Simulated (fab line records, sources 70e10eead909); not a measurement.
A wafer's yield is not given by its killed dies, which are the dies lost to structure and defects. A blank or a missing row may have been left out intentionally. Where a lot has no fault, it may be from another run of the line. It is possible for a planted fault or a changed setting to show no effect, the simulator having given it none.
Matching of chambers || flow nandHarc || NHARC_A_CONTACT_ALD_18 on aldMetal-02 has 4 sister chambers
The step deposits TiN, target thk 3 nm, pulse time 1 s, ald cycles 150. 8 wafers are shown with their chamber, then 8 later ones without.

WAFERS WITH THEIR CHAMBER
{"wafer": "L077.4", "chamber": 3, "heaterPowerW (W)": 1154, "precursorPulseHeightRel": 1.016}
{"wafer": "L077.5", "chamber": 1, "heaterPowerW (W)": 1105, "precursorPulseHeightRel": 0.992}
{"wafer": "L080.1", "chamber": 1, "heaterPowerW (W)": 1141, "precursorPulseHeightRel": 1.026}
{"wafer": "L080.4", "chamber": 0, "heaterPowerW (W)": 974, "precursorPulseHeightRel": 0.988}
{"wafer": "L082.1", "chamber": 0, "heaterPowerW (W)": 955, "precursorPulseHeightRel": 1.015}
{"wafer": "L082.4", "chamber": 3, "heaterPowerW (W)": 1177, "precursorPulseHeightRel": 0.993}
{"wafer": "L082.6", "chamber": 2, "heaterPowerW (W)": 883, "precursorPulseHeightRel": 1.015}
{"wafer": "L089.3", "chamber": 2, "heaterPowerW (W)": 902, "precursorPulseHeightRel": 0.975}

WAFERS WHOSE CHAMBER IS MISSING
{"wafer": "L089.4", "heaterPowerW (W)": 932, "precursorPulseHeightRel": 1.019}
{"wafer": "L089.6", "heaterPowerW (W)": 1137, "precursorPulseHeightRel": 0.969}
{"wafer": "L090.2", "heaterPowerW (W)": 1173, "precursorPulseHeightRel": 1.012}
{"wafer": "L090.4", "heaterPowerW (W)": 1127, "precursorPulseHeightRel": 0.987}
{"wafer": "L090.6", "heaterPowerW (W)": 1153, "precursorPulseHeightRel": 1.024}
{"wafer": "L097.1", "heaterPowerW (W)": 944, "precursorPulseHeightRel": 1.024}
{"wafer": "L097.2", "heaterPowerW (W)": 855, "precursorPulseHeightRel": 1.045}
{"wafer": "L097.5", "heaterPowerW (W)": 1170, "precursorPulseHeightRel": 0.977}

WHICH CHAMBER EACH ONE RAN IN
{"wafer": "L089.4", "from the rows above": "can't be placed: 0 or 2", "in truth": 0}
{"wafer": "L089.6", "from the rows above": "can't be placed: 1 or 3", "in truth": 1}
{"wafer": "L090.2", "from the rows above": 3, "in truth": 3}
{"wafer": "L090.4", "from the rows above": "can't be placed: 1 or 3", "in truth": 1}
{"wafer": "L090.6", "from the rows above": "can't be placed: 3 or 1", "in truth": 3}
{"wafer": "L097.1", "from the rows above": "can't be placed: 0 or 2", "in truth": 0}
{"wafer": "L097.2", "from the rows above": 2, "in truth": 2}
{"wafer": "L097.5", "from the rows above": "can't be placed: 3 or 1", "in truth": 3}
Placed correctly: 2 of 8. Can't be placed from these rows: 6 (the true chamber is among the candidates in 6). Placed wrongly: 0.
How it was worked out, from the rows above alone: a wafer's distance from a chamber is the root of the sum, over the readings, of the square of ((its reading less the chamber's mean) divided by the reading's scatter). The wafer belongs to the nearest chamber; if the next one is less than 2 further off, it can't be placed. Each chamber's mean is taken over the wafers shown for it. The scatter is the square root of a quotient: the sum, over the shown wafers, of each reading's squared deviation from its chamber's mean, divided by wafers minus chambers.
